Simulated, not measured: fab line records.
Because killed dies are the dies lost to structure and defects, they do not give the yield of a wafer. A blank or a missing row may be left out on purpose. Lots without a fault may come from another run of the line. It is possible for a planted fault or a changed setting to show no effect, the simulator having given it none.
Problem report, 8D (eight disciplines) form, completed by code + flow n5_finfet + the parts of the form that need people (team, actions taken, sign-off) are left out

## 1. THE PROBLEM
At N5_BEOL_M14_COAT_65, spin_speed_rpm averages 1645.8 rpm over 6 wafers from 2 lots, while fault-free wafers read 1500.1 rpm, standard deviation 0.84. That is +99 or more standard deviations from the usual mean.
The step: time 60 s, resist thk 450 nm.
First observed at day 12 15:14: wafer L591.1, on litho_track-03. Wafers with a number at this step in the record: 33, from 11 lots. Rule for "out" (also "out of limits"): further than 4 standard deviations from the usual mean. All remaining wafers that have a number are taken as sound.

## 2. WHAT IT IS, WHAT IT ISN'T
| question                    | is                     | is not                                                                                                        |
|-----------------------------|------------------------|---------------------------------------------------------------------------------------------------------------|
| which readings at this step | spin_speed_rpm         | -                                                                                                             |
| which lots                  | L591, L593             | L587, L589, L603, L604, L605, L606, L607, L608, L609                                                          |
| which wafers of those lots  | all that have a number | -                                                                                                             |
| read on which tools         | litho_track-03         | litho_track-02, litho_track-04                                                                                |
| when                        | from day 12 15:14      | up to then (3 sound wafers); but 24 sound wafers of L589, L603, L604, L605, L606, L607, L608, L609 came after |

## 3. THE SUSPECTS, EACH WITH WHAT RULES IT OUT
Counting: a tool at any process step up to the reading remains a suspect when it ran all the lots that are out and ran no sound lot after the first of those.
- litho_track-03 at N5_BEOL_M14_COAT_65 (time 60 s, resist thk 450 nm): ruled out as a lasting fault. After its first lot that is out, L591 (day 12 15:14), sound lots L603, L607, L606, L609 ran on it.
Left after counting: nothing in the record.

## 4. THE CAUSE (what the simulator had put in)
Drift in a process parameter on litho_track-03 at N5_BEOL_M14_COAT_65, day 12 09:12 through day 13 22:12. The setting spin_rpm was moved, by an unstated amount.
Counting ruled it out, wrongly.

## 5. THE EFFECT CHAIN, in route order
Each row: a reading where the mean over the struck wafers with a number is more than 3 standard deviations away from the usual. Scope: only readings with a usual standard deviation given in the record; hours: median across lots of the time from each lot's start at the first step in this table that gives one to its start at this step; sigmas: change in usual standard deviations.
| hours | step                | reading        | usual      | on struck wafers | change | sigmas      |
|-------|---------------------|----------------|------------|------------------|--------|-------------|
| 0     | N5_BEOL_M14_COAT_65 | spin_speed_rpm | 1500.1 rpm | 1645.8           | +145.8 | +99 or more |
Here are the process steps it includes:
- N5_BEOL_M14_COAT_65: time 60 s, resist thk 450 nm.

## 6. WHAT WOULD HAVE CAUGHT IT SOONER
The fault began at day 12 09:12; the first out-of-limits reading in this record came at day 12 15:14, 6 hours later.
